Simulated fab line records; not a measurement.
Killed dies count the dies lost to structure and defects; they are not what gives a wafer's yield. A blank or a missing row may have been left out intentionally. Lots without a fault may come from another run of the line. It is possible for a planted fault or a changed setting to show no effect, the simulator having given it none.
Matching of chambers | flow nand harc | NHARC_A_STAIRCASE_DESCUM_443 on rie diel-03 has 4 sister chambers
The step chemistry O2, time 3 s. 18 wafers are shown with their chamber, then 9 later ones without.

WAFERS WITH THEIR CHAMBER
wafer  | chamber | showerhead plenum p Torr (Torr) | drypump motor current A (A) | oes product au (a.u.)
L074.3 | 1       | 1.86                            | 5.6                         | 0.997
L074.4 | 3       | 1.89                            | 5.6                         | 0.989
L074.6 | 1       | 1.86                            | 5.6                         | 0.997
L077.2 | 2       | 1.96                            | 5.5                         | 1.007
L077.3 | 3       | 1.89                            | 5.6                         | 0.990
L077.4 | 0       | 1.95                            | 5.7                         | 1.008
L078.2 | 0       | 1.95                            | 5.7                         | 1.010
L078.4 | 1       | 1.85                            | 5.6                         | 1.005
L078.5 | 2       | 1.96                            | 5.5                         | 1.015
L083.2 | 3       | 1.88                            | 5.6                         | 0.986
L083.4 | 0       | 1.95                            | 5.7                         | 1.008
L083.6 | 0       | 1.95                            | 5.7                         | 1.005
L084.1 | 3       | 1.88                            | 5.6                         | 1.003
L084.4 | 1       | 1.85                            | 5.7                         | 0.999
L084.5 | 2       | 1.96                            | 5.5                         | 1.004
L087.3 | 2       | 1.95                            | 5.5                         | 1.017
L087.5 | 3       | 1.88                            | 5.6                         | 0.991
L087.6 | 0       | 1.94                            | 5.7                         | 1.008

SIGNATURES (averages over the wafers above)
reading                  | chamber 0 | chamber 1 | chamber 2 | chamber 3 | scatter within a chamber
showerhead plenum p Torr | 1.9480    | 1.8550    | 1.9575    | 1.8840    | 0.00518
drypump motor current A  | 5.700     | 5.625     | 5.500     | 5.600     | 0.0231
oes product au           | 1.00780   | 0.99950   | 1.01075   | 0.99180   | 0.00495
Rule: a wafer's distance from a chamber is the root of the sum, over the readings, of the square of ((its reading less the chamber's mean) divided by the reading's scatter). If the next closest chamber is less than 2 further off than the closest, the wafer can't be placed; otherwise it belongs to the closest. The scatter: the root of (the sum of the squares of (reading less its chamber's mean) over the shown wafers, divided by (wafers less chambers)).

WAFERS MISSING THEIR CHAMBER
wafer  | showerhead plenum p Torr (Torr) | drypump motor current A (A) | oes product au (a.u.)
L089.2 | 1.88                            | 5.6                         | 0.994
L089.3 | 1.95                            | 5.5                         | 1.010
L089.6 | 1.95                            | 5.5                         | 1.012
L092.4 | 1.95                            | 5.5                         | 1.013
L092.5 | 1.88                            | 5.5                         | 1.013
L092.6 | 1.95                            | 5.5                         | 1.012
L094.1 | 1.95                            | 5.5                         | 1.002
L094.2 | 1.88                            | 5.6                         | 1.012
L094.3 | 1.94                            | 5.7                         | 0.988

THE CHAMBER EACH PASSED THROUGH
wafer  | from the rows above     | in truth
L089.2 | 3                       | 3
L089.3 | 2                       | 2
L089.6 | 2                       | 2
L092.4 | 2                       | 2
L092.5 | can't be placed: 3 or 1 | 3
L092.6 | 2                       | 2
L094.1 | 2                       | 2
L094.2 | can't be placed: 3 or 1 | 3
L094.3 | 0                       | 0
Correct placement for 7 of the 9. Can't be placed from these rows: 2 (the true chamber is among the candidates in 2). 0 placed wrongly.
